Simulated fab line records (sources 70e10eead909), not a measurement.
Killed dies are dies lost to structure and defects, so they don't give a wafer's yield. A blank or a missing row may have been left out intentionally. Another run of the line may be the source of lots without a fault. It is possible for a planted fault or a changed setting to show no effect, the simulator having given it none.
Shared-tool check :: flow nand_harc :: Sample size 11 lots and 33 wafers

WHAT PROMPTED THE OPENING
On 2 of the 11 lots, a flag is raised at NHARC_P_M1_INSPECT_11 on the reading raw_defect_count. Wafers without a fault read 4.4, standard deviation 2.6.
Rule: flag the lot when none of its wafers has a number, or when each of its wafers that has one lies beyond 4 standard deviations from that mean. The rest of the lots are taken to be sound.

lot: L337
measured: day 6 05:04
on: defect_inspect-01
raw_defect_count, wafer by wafer: 2 4 5
flag: 

lot: L338
measured: day 6 15:10
on: defect_inspect-01
raw_defect_count, wafer by wafer: 3 4 3
flag: 

lot: L340
measured: day 7 05:41
on: defect_inspect-01
raw_defect_count, wafer by wafer: 6 5 3
flag: 

lot: L341
measured: day 8 00:16
on: defect_inspect-01
raw_defect_count, wafer by wafer: 4 3 5
flag: 

lot: L343
measured: day 8 16:58
on: defect_inspect-02
raw_defect_count, wafer by wafer: 256 262 270
flag: FLAGGED

lot: L344
measured: day 8 22:28
on: defect_inspect-01
raw_defect_count, wafer by wafer: 295 268 276
flag: FLAGGED

lot: L351
measured: day 12 09:35
on: defect_inspect-02
raw_defect_count, wafer by wafer: 9 7 4
flag: 

lot: L353
measured: day 13 03:43
on: defect_inspect-02
raw_defect_count, wafer by wafer: 2 8 7
flag: 

lot: L356
measured: day 14 02:20
on: defect_inspect-02
raw_defect_count, wafer by wafer: 4 5 5
flag: 

lot: L357
measured: day 14 18:49
on: defect_inspect-01
raw_defect_count, wafer by wafer: 5 2 2
flag: 

lot: L360
measured: day 16 01:27
on: defect_inspect-02
raw_defect_count, wafer by wafer: 5 4 2
flag: 
Flagged lots average 271.2: +266.8 relative to the usual, that is +99 or more standard deviations.

LOT BY LOT: THE TOOL USED
The record holds 3 process steps before the reading, out of a route of 1302 steps. Every cell lists first the tool, next ch and the chambers used by the sampled wafers, and last the start.
lot: L337
flag: 
NHARC_P_M0_ETCH_34: rie_diel-02 ch 0,2,3, day 6 01:02
NHARC_P_M0_PRE_CLEAN_29: pvd_sputter-03, day 6 03:03 or earlier
NHARC_P_M0_CMP_23: cmp-01 ch 0,1,2, day 6 03:03

lot: L338
flag: 
NHARC_P_M0_ETCH_34: rie_diel-05 ch 1,2, day 6 11:12
NHARC_P_M0_PRE_CLEAN_29: pvd_sputter-02, day 6 13:13 or earlier
NHARC_P_M0_CMP_23: cmp-04 ch 0,2, day 6 13:13

lot: L340
flag: 
NHARC_P_M0_ETCH_34: rie_diel-12 ch 1,3, day 7 01:52
NHARC_P_M0_PRE_CLEAN_29: pvd_sputter-03, day 7 03:49 or earlier
NHARC_P_M0_CMP_23: cmp-04 ch 0,2,3, day 7 03:49

lot: L341
flag: 
NHARC_P_M0_ETCH_34: rie_diel-12 ch 1,2,3, day 7 20:21
NHARC_P_M0_PRE_CLEAN_29: pvd_sputter-02, day 7 22:19 or earlier
NHARC_P_M0_CMP_23: cmp-04 ch 0,1,2, day 7 22:19

lot: L343
flag: FLAGGED
NHARC_P_M0_ETCH_34: rie_diel-05 ch 1,2, day 8 13:11
NHARC_P_M0_PRE_CLEAN_29: pvd_sputter-01, day 8 15:06 or earlier
NHARC_P_M0_CMP_23: cmp-04 ch 1,3, day 8 15:06

lot: L344
flag: FLAGGED
NHARC_P_M0_ETCH_34: rie_diel-05 ch 0,2,3, day 8 18:28
NHARC_P_M0_PRE_CLEAN_29: pvd_sputter-02, day 8 20:28 or earlier
NHARC_P_M0_CMP_23: cmp-04 ch 0,3, day 8 20:28

lot: L351
flag: 
NHARC_P_M0_ETCH_34: rie_diel-05 ch 0,2, day 12 05:49
NHARC_P_M0_PRE_CLEAN_29: pvd_sputter-01, day 12 07:44 or earlier
NHARC_P_M0_CMP_23: cmp-04 ch 1,3, day 12 07:44

lot: L353
flag: 
NHARC_P_M0_ETCH_34: rie_diel-05 ch 2,3, day 12 23:48
NHARC_P_M0_PRE_CLEAN_29: pvd_sputter-03, day 13 01:46 or earlier
NHARC_P_M0_CMP_23: cmp-04 ch 1,3, day 13 01:46

lot: L356
flag: 
NHARC_P_M0_ETCH_34: rie_diel-05 ch 1,3, day 13 22:34
NHARC_P_M0_PRE_CLEAN_29: pvd_sputter-01, day 14 00:28 or earlier
NHARC_P_M0_CMP_23: cmp-04 ch 1,2,3, day 14 00:28

lot: L357
flag: 
NHARC_P_M0_ETCH_34: rie_diel-05 ch 0,2,3, day 14 14:53
NHARC_P_M0_PRE_CLEAN_29: pvd_sputter-03, day 14 16:50 or earlier
NHARC_P_M0_CMP_23: cmp-03 ch 0,1,3, day 14 16:50

lot: L360
flag: 
NHARC_P_M0_ETCH_34: rie_diel-05 ch 1,2, day 15 21:31
NHARC_P_M0_PRE_CLEAN_29: pvd_sputter-03, day 15 23:31 or earlier
NHARC_P_M0_CMP_23: cmp-04 ch 0,2,3, day 15 23:31
What these steps do:
- NHARC_P_M0_ETCH_34: etches the open film in N2/H2, target depth 40 nm, overetch 12 nm, time 43.94 s.
- NHARC_P_M0_PRE_CLEAN_29: time 30 s.
- NHARC_P_M0_CMP_23: polishes, t overpolish 20 s, target thk 117.54 nm.
- NHARC_P_M1_INSPECT_11

FLAGGED AGAINST TOTAL, ONE TOOL AT A TIME (gauges that did the reading follow at the end)
step: NHARC_P_M0_ETCH_34
tool: rie_diel-02
lots run: 1
flagged: 0
share of the flagged lots: none
sound lots run after its first flagged lot: -

step: NHARC_P_M0_ETCH_34
tool: rie_diel-05
lots run: 8
flagged: 2
share of the flagged lots: all
sound lots run after its first flagged lot: 5 (L351,L353,L356,L357,L360)

step: NHARC_P_M0_ETCH_34
tool: rie_diel-12
lots run: 2
flagged: 0
share of the flagged lots: none
sound lots run after its first flagged lot: -

step: NHARC_P_M0_PRE_CLEAN_29
tool: pvd_sputter-01
lots run: 3
flagged: 1
share of the flagged lots: some
sound lots run after its first flagged lot: 2 (L351,L356)

step: NHARC_P_M0_PRE_CLEAN_29
tool: pvd_sputter-02
lots run: 3
flagged: 1
share of the flagged lots: some
sound lots run after its first flagged lot: 0

step: NHARC_P_M0_PRE_CLEAN_29
tool: pvd_sputter-03
lots run: 5
flagged: 0
share of the flagged lots: none
sound lots run after its first flagged lot: -

step: NHARC_P_M0_CMP_23
tool: cmp-01
lots run: 1
flagged: 0
share of the flagged lots: none
sound lots run after its first flagged lot: -

step: NHARC_P_M0_CMP_23
tool: cmp-03
lots run: 1
flagged: 0
share of the flagged lots: none
sound lots run after its first flagged lot: -

step: NHARC_P_M0_CMP_23
tool: cmp-04
lots run: 9
flagged: 2
share of the flagged lots: all
sound lots run after its first flagged lot: 4 (L351,L353,L356,L360)

step: NHARC_P_M1_INSPECT_11
tool: defect_inspect-01
lots run: 6
flagged: 1
share of the flagged lots: some
sound lots run after its first flagged lot: 1 (L357)

step: NHARC_P_M1_INSPECT_11
tool: defect_inspect-02
lots run: 5
flagged: 1
share of the flagged lots: some
sound lots run after its first flagged lot: 4 (L351,L353,L356,L360)
NHARC_P_M0_PRE_CLEAN_29 gives no start for some lots, so the hours and the order of its lots are those of NHARC_P_M0_CMP_23.

THE TABLE: WHAT IT ALLOWS
Rows of the table that ran all the flagged lots, 2 in number: rie_diel-05 at NHARC_P_M0_ETCH_34; cmp-04 at NHARC_P_M0_CMP_23.
- rie_diel-05 at NHARC_P_M0_ETCH_34: 2 of its 8 lots flagged. After the first flagged lot (L351, L353, L356, L357, L360), sound lots still ran on it; a lasting fault on the whole tool would not permit that.
- cmp-04 at NHARC_P_M0_CMP_23: 2 of its 9 lots flagged. After the first flagged lot (L351, L353, L356, L360), sound lots still ran on it; a lasting fault on the whole tool would not permit that.
None of the table's rows ran every flagged lot and, after the first, no sound lot.

WHAT THE SIMULATOR PUT IN
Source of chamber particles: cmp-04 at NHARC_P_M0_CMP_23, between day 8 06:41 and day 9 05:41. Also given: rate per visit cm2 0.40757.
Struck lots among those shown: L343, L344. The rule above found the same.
